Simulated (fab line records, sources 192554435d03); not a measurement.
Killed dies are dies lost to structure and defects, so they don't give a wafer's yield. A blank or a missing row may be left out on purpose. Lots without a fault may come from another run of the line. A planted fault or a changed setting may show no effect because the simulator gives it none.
Split-lot experiment | flow n5_finfet | 7 lots, 21 wafers read, on a route of 1938 steps

THE SPLIT
At N5_WELL_APT_COAT_02 (resist thk 950 nm), the setting spin_rpm was moved away from the recipe's 1357 rpm on 7 of the 21 wafers read, by -10.2% to +7.4%. The other wafers ran this setting at the recipe's value.

The reading is taken at the split's own step.

THE READING
coat_of_WELL_APT_COAT_02.thk_nm (the simulator's own value, which no gauge read), in nm, at N5_WELL_APT_COAT_02 (resist thk 950 nm). The file gives no usual value for it. The 14 wafers here that ran the recipe average 951.6 nm, standard deviation 3.4 nm.

wafer  | tool, chamber at the split | spin_rpm as run, rpm | against the recipe | coat_of_WELL_APT_COAT_02.thk_nm, nm | against lot-mates on the recipe
L076.3 | litho_track-05, 0          | 1228                 | -9.5%              | 996.1                               | +47.5
L076.4 | litho_track-05, 0          | 1357                 | recipe             | 949.2                               | -
L076.5 | litho_track-05, 0          | 1357                 | recipe             | 948                                 | -
L077.1 | litho_track-01, 0          | 1357                 | recipe             | 953.9                               | -
L077.3 | litho_track-01, 0          | 1357                 | recipe             | 951.1                               | -
L077.4 | litho_track-01, 0          | 1357                 | recipe             | 953.4                               | -
L078.1 | litho_track-05, 0          | 1219                 | -10.2%             | 999.1                               | +51.1
L078.4 | litho_track-05, 0          | 1357                 | recipe             | 948.6                               | -
L078.6 | litho_track-05, 0          | 1357                 | recipe             | 947.5                               | -
L079.1 | litho_track-04, 0          | 1357                 | recipe             | 952.9                               | -
L079.2 | litho_track-04, 0          | 1357                 | recipe             | 953.5                               | -
L079.3 | litho_track-04, 0          | 1357                 | recipe             | 954.5                               | -
L083.3 | litho_track-05, 0          | 1357                 | recipe             | 948.3                               | -
L083.5 | litho_track-05, 0          | 1357                 | recipe             | 947.2                               | -
L083.6 | litho_track-05, 0          | 1456                 | +7.3%              | 915.4                               | -32.4
L085.1 | litho_track-01, 0          | 1404                 | +3.5%              | 941.3                               | -15.8
L085.3 | litho_track-01, 0          | 1357                 | recipe             | 957.6                               | -
L085.4 | litho_track-01, 0          | 1357                 | recipe             | 956.6                               | -
L092.2 | litho_track-04, 0          | 1458                 | +7.4%              | 918.4                               | no lot-mate on the recipe
L092.4 | litho_track-04, 0          | 1458                 | +7.4%              | 917.1                               | no lot-mate on the recipe
L092.5 | litho_track-04, 0          | 1458                 | +7.4%              | 917.9                               | no lot-mate on the recipe

THE FIT
A straight line over all 21 wafers: coat_of_WELL_APT_COAT_02.thk_nm changes by -4.62 nm for each +1% of spin_rpm; r = -0.99; the points scatter about the line by 3.2 nm.
The same after taking each lot's own level away (the mean of its wafers on the recipe; 18 wafers): -4.86 nm for each +1%; r = -1.00; scatter 1.1 nm.
On that fit, the largest move of spin_rpm shifts the reading by 49 nm.
The lots' own levels span 947.75 to 957.10 nm, that is 2.8 times the standard deviation above.
So the lot-to-lot level changes the slope little: the two slopes agree.
Check: with one of the wafers moved furthest among these (-10.2%) left out of the fit, the line predicts +48.9 nm for it against its lot-mates. It came out at +51.1 nm against them.

THE FILE'S OWN FIT
coat_of_WELL_APT_COAT_02.thk_nm changes by -4.87 nm for each +1% of spin_rpm, r = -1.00.
